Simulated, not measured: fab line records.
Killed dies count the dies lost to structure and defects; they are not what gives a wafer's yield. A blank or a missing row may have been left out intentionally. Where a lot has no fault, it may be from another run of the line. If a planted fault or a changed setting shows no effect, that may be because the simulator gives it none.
Which of the tools did it? ; flow n5-finfet ; Sampling: 15 lots, 45 wafers, 6 of 1938 route steps

WHAT THE GAUGES SHOWED, per wafer
N5_BEOL_M8_CD_MEAS_18: pitch 80 nm, target cd 40 nm.
lot;measured;on;cd-nm (nm)
L733;day 10 16:01;cd-sem-02;40.2 39.4 39.6
L735;day 10 19:22;cd-sem-03;40.4 40.1 39.7
L734;day 10 19:33;cd-sem-03;40.1 40.3 40.4
L737;day 11 03:36;cd-sem-02;39.9 39.4 39.9
L736;day 11 03:07;cd-sem-03;40.7 41.0 40.7
L739;day 11 13:55;cd-sem-01;40.5 40.3 40.4
L740;day 11 20:07;cd-sem-03;39.9 40.2 40.3
L741;day 12 01:20;cd-sem-02;39.7 39.7 39.6
L744;day 13 05:40;cd-sem-01;39.7 40.3 40.2
L746;day 13 21:50;cd-sem-01;- - -
L748;day 14 02:05;cd-sem-02;- - -
L750;day 14 09:20;cd-sem-01;- - -
L749;day 14 15:26;cd-sem-02;39.7 40.2 40.2
L753;day 15 00:29;cd-sem-02;40.8 40.1 39.8
L754;day 15 17:36;cd-sem-03;39.8 40.9 39.8

WHAT TOOL EACH LOT RAN ON (gives the tool, then ch and the chambers of the sampled wafers, and finally the start)
lot;N5_BEOL_M7_ANNEAL_51;N5_BEOL_M8_HM_DEP_02;N5_BEOL_M8_DESCUM_16;N5_BEOL_M8_ETCH_62;N5_BEOL_M8_HM_OPEN_17
L733;rtp-anneal-02 ch 0, day 10 12:19;pvd-sputter-01, day 10 14:55;rie-diel-04 ch 0,2, day 10 15:34;rie-diel-04 ch 0,2, day 10 15:39;rie-metal-02 ch 0, day 10 15:50
L735;rtp-anneal-02 ch 0, day 10 14:55;pvd-sputter-02, day 10 18:01;rie-diel-05 ch 0,1,3, day 10 18:54;rie-diel-05 ch 0,1,3, day 10 19:00;rie-metal-03 ch 0,1, day 10 19:11
L734;rtp-anneal-02 ch 0, day 10 15:14;pvd-sputter-02, day 10 18:18;rie-diel-06 ch 0,1,2, day 10 19:06;rie-diel-06 ch 0,1,2, day 10 19:11;rie-metal-03 ch 0,1, day 10 19:22
L737;rtp-anneal-02 ch 0, day 10 23:22;pvd-sputter-03, day 11 02:04;rie-diel-04 ch 1,2,3, day 11 03:07;rie-diel-04 ch 1,2,3, day 11 03:12;rie-metal-03 ch 0, day 11 03:23
L736;rtp-anneal-01 ch 0, day 10 23:23;pvd-sputter-03, day 11 01:58;rie-diel-04 ch 0,1,2, day 11 02:27;rie-diel-04 ch 0,1,2, day 11 02:32;rie-metal-01 ch 1, day 11 02:47
L739;rtp-anneal-02 ch 0, day 11 10:26;pvd-sputter-01, day 11 12:24;rie-diel-04 ch 2,3, day 11 13:27;rie-diel-04 ch 2,3, day 11 13:32;rie-metal-01 ch 0,1, day 11 13:46
L740;rtp-anneal-01 ch 0, day 11 16:59;pvd-sputter-03, day 11 19:01;rie-diel-04 ch 1,2, day 11 19:35;rie-diel-04 ch 1,2, day 11 19:41;rie-metal-03 ch 0,1, day 11 19:52
L741;rtp-anneal-01 ch 0, day 11 21:36;pvd-sputter-02, day 12 00:19;rie-diel-06 ch 0,3, day 12 00:46;rie-diel-06 ch 0,3, day 12 00:52;rie-metal-01 ch 0,1, day 12 01:03
L744;rtp-anneal-01 ch 0, day 13 02:25;pvd-sputter-01, day 13 04:40;rie-diel-04 ch 0,2,3, day 13 05:07;rie-diel-04 ch 0,2,3, day 13 05:13;rie-metal-03 ch 0,1, day 13 05:24
L746;rtp-anneal-01 ch 0, day 13 17:51;pvd-sputter-01, day 13 20:35;rie-diel-04 ch 0,1, day 13 21:11;rie-diel-04 ch 0,1, day 13 21:16;rie-metal-02 ch 0,1, day 13 21:29
L748;rtp-anneal-02 ch 0, day 13 23:12;pvd-sputter-02, day 14 01:09;rie-diel-06 ch 0,1,3, day 14 01:37;rie-diel-06 ch 0,1,3, day 14 01:43;rie-metal-03 ch 0,1, day 14 01:54
L750;rtp-anneal-02 ch 0, day 14 04:47;pvd-sputter-02, day 14 07:35;rie-diel-04 ch 0,1,3, day 14 08:44;rie-diel-04 ch 0,1,3, day 14 08:49;rie-metal-01 ch 1, day 14 09:01
L749;rtp-anneal-01 ch 0, day 14 10:42;pvd-sputter-02, day 14 13:38;rie-diel-05 ch 1,2,3, day 14 14:50;rie-diel-05 ch 1,2,3, day 14 14:56;rie-metal-01 ch 1, day 14 15:11
L753;rtp-anneal-02 ch 0, day 14 19:38;pvd-sputter-03, day 14 23:24;rie-diel-04 ch 0,2,3, day 15 00:02;rie-diel-04 ch 0,2,3, day 15 00:07;rie-metal-01 ch 0,1, day 15 00:19
L754;rtp-anneal-01 ch 0, day 15 13:47;pvd-sputter-01, day 15 16:22;rie-diel-05 ch 1,2,3, day 15 17:08;rie-diel-05 ch 1,2,3, day 15 17:14;rie-metal-01 ch 0,1, day 15 17:25
- N5_BEOL_M7_ANNEAL_51: time 90 s.
- N5_BEOL_M8_HM_DEP_02: deposits TiN, target thk 20 nm.
- N5_BEOL_M8_DESCUM_16: chemistry O2, time 7.9 s.
- N5_BEOL_M8_ETCH_62: etches SOC in N2/H2, target depth 110 nm, overetch 22 nm, time 165 s.
- N5_BEOL_M8_HM_OPEN_17: chemistry Cl2/BCl3, target TiN, target depth 20 nm, overetch 6 nm.

AS READ BY THE TOOLS THEMSELVES (means over the sampled wafers that have a number; for cases with no such wafer, the mark the record gives instead)
N5_BEOL_M7_ANNEAL_51.
lot;tool;wafer_temp_C_max
L733;rtp-anneal-02;226.3
L735;rtp-anneal-02;226.4
L734;rtp-anneal-02;226.4
L737;rtp-anneal-02;226.2
L736;rtp-anneal-01;225.8
L739;rtp-anneal-02;226.0
L740;rtp-anneal-01;225.9
L741;rtp-anneal-01;225.7
L744;rtp-anneal-01;225.6
L746;rtp-anneal-01;225.9
L748;rtp-anneal-02;226.6
L750;rtp-anneal-02;225.8
L749;rtp-anneal-01;225.6
L753;rtp-anneal-02;226.4
L754;rtp-anneal-01;225.8

N5_BEOL_M8_HM_DEP_02.
lot;tool;throttle-valve-pct (%)
L733;pvd-sputter-01;29.5
L735;pvd-sputter-02;30.7
L734;pvd-sputter-02;29.7
L737;pvd-sputter-03;30.2
L736;pvd-sputter-03;30.5
L739;pvd-sputter-01;29.9
L740;pvd-sputter-03;29.5
L741;pvd-sputter-02;29.7
L744;pvd-sputter-01;29.6
L746;pvd-sputter-01;29.9
L748;pvd-sputter-02;30.6
L750;pvd-sputter-02;29.8
L749;pvd-sputter-02;29.3
L753;pvd-sputter-03;30.2
L754;pvd-sputter-01;29.4

N5_BEOL_M8_DESCUM_16.
lot;tool;drypump-motor-current-A (A);oes-product-au (a.u.);rf-vpp-V (V);showerhead-plenum-p-Torr (Torr);throttle-valve-pct (%)
L733;rie-diel-04;5.9;0.70;242.1;2.05;20.63
L735;rie-diel-05;6.2;0.81;243.2;2.05;20.45
L734;rie-diel-06;5.7;0.80;242.7;2.08;20.38
L737;rie-diel-04;5.6;0.79;244.6;2.14;20.52
L736;rie-diel-04;5.8;0.73;243.2;2.09;20.56
L739;rie-diel-04;5.7;0.80;243.3;2.11;20.45
L740;rie-diel-04;5.4;0.74;243.8;2.12;20.69
L741;rie-diel-06;5.4;0.80;243.1;2.14;20.33
L744;rie-diel-04;6.0;0.81;243.7;2.15;20.39
L746;rie-diel-04;5.8;0.82;244.5;2.21;20.42
L748;rie-diel-06;5.6;0.76;242.2;2.06;20.31
L750;rie-diel-04;5.9;0.83;244.9;2.18;20.34
L749;rie-diel-05;5.9;0.78;242.6;2.04;20.38
L753;rie-diel-04;6.0;0.79;243.7;2.14;20.41
L754;rie-diel-05;5.9;0.77;242.5;2.04;20.40

N5_BEOL_M8_ETCH_62.
lot;tool;bias-w (W);chamber-pressure-mTorr (mTorr);drypump-motor-current-A (A);n2-flow-sccm (sccm);oes-product-au (a.u.);rf-vpp-V (V);showerhead-plenum-p-Torr (Torr);throttle-valve-pct (%)
L733;rie-diel-04;150.1;29.988;5.9;200.2;0.60;522.0;2.49;18.02
L735;rie-diel-05;150.1;29.995;6.2;199.6;0.69;522.8;2.50;17.83
L734;rie-diel-06;149.9;29.985;5.7;199.4;0.68;523.1;2.52;17.74
L737;rie-diel-04;149.8;29.984;5.5;199.9;0.67;525.2;2.59;17.87
L736;rie-diel-04;149.9;30.003;5.8;200.1;0.62;524.0;2.53;17.95
L739;rie-diel-04;150.2;29.999;5.7;199.5;0.68;524.7;2.56;17.81
L740;rie-diel-04;149.9;30.020;5.4;199.8;0.62;524.7;2.57;18.03
L741;rie-diel-06;149.9;30.005;5.4;199.3;0.68;525.1;2.60;17.62
L744;rie-diel-04;150.0;29.992;6.0;199.5;0.69;524.8;2.60;17.77
L746;rie-diel-04;-;-;-;-;-;-;-;-
L748;rie-diel-06;-;-;-;-;-;-;-;-
L750;rie-diel-04;-;-;-;-;-;-;-;-
L749;rie-diel-05;149.8;30.018;5.9;199.8;0.67;522.1;2.49;17.80
L753;rie-diel-04;150.3;30.012;6.0;200.2;0.67;524.6;2.59;17.80
L754;rie-diel-05;149.6;30.015;5.9;199.3;0.66;521.8;2.48;17.82

N5_BEOL_M8_HM_OPEN_17.
lot;tool;drypump-motor-current-A (A);oes-product-au (a.u.);throttle-valve-pct (%)
L733;rie-metal-02;4.8;0.67;22.04
L735;rie-metal-03;5.7;0.75;22.00
L734;rie-metal-03;6.0;0.72;21.98
L737;rie-metal-03;6.3;0.71;21.96
L736;rie-metal-01;5.6;0.64;22.17
L739;rie-metal-01;5.9;0.66;22.18
L740;rie-metal-03;5.8;0.74;22.02
L741;rie-metal-01;6.1;0.70;22.21
L744;rie-metal-03;6.0;0.71;22.01
L746;rie-metal-02;5.0;0.29;22.82
L748;rie-metal-03;6.0;0.31;22.65
L750;rie-metal-01;5.6;0.27;22.84
L749;rie-metal-01;5.7;0.62;22.18
L753;rie-metal-01;5.9;0.65;22.21
L754;rie-metal-01;6.1;0.68;22.23

THE ANSWER, worked out from the rows above alone
Rule: what is usual is taken from the lots themselves. The widest of any qualifying gaps counts: lots, ordered by their means at a reading, are off when they make up no more than a third of the lots, leave a main group of 4 or more, and stand apart from it by 3 or more times the standard deviation of that group's means. Not used: any main group whose means are identical at the precision the tables above print for the reading. Also off: a lot with no number at a reading for which 4 or more lots have one. Any other lot the step has rows for is counted as sound. First the gauges in route order, then the tools' own readings, where a lot's mean is used as printed above. At the first step where some lot is off, the reading lying furthest off is the one used; lots without a number count as furthest.
Off: L746, L748, L750 (N5_BEOL_M8_CD_MEAS_18, cd-nm). Without a number there: L746, L748, L750. For the main group the mean is 40.1 nm and the standard deviation 0.3.
A tool fits if, at a process step before that reading, it ran every lot that is off, and no sound lot after the first of them. Not tried: the gauges at N5_BEOL_M8_CD_MEAS_18; whatever is off there is also off at N5_BEOL_M8_ETCH_62, on other tools, and gauge error can't account for it. No candidate that was tried fits.

WHAT WAS PUT IN BY THE SIMULATOR
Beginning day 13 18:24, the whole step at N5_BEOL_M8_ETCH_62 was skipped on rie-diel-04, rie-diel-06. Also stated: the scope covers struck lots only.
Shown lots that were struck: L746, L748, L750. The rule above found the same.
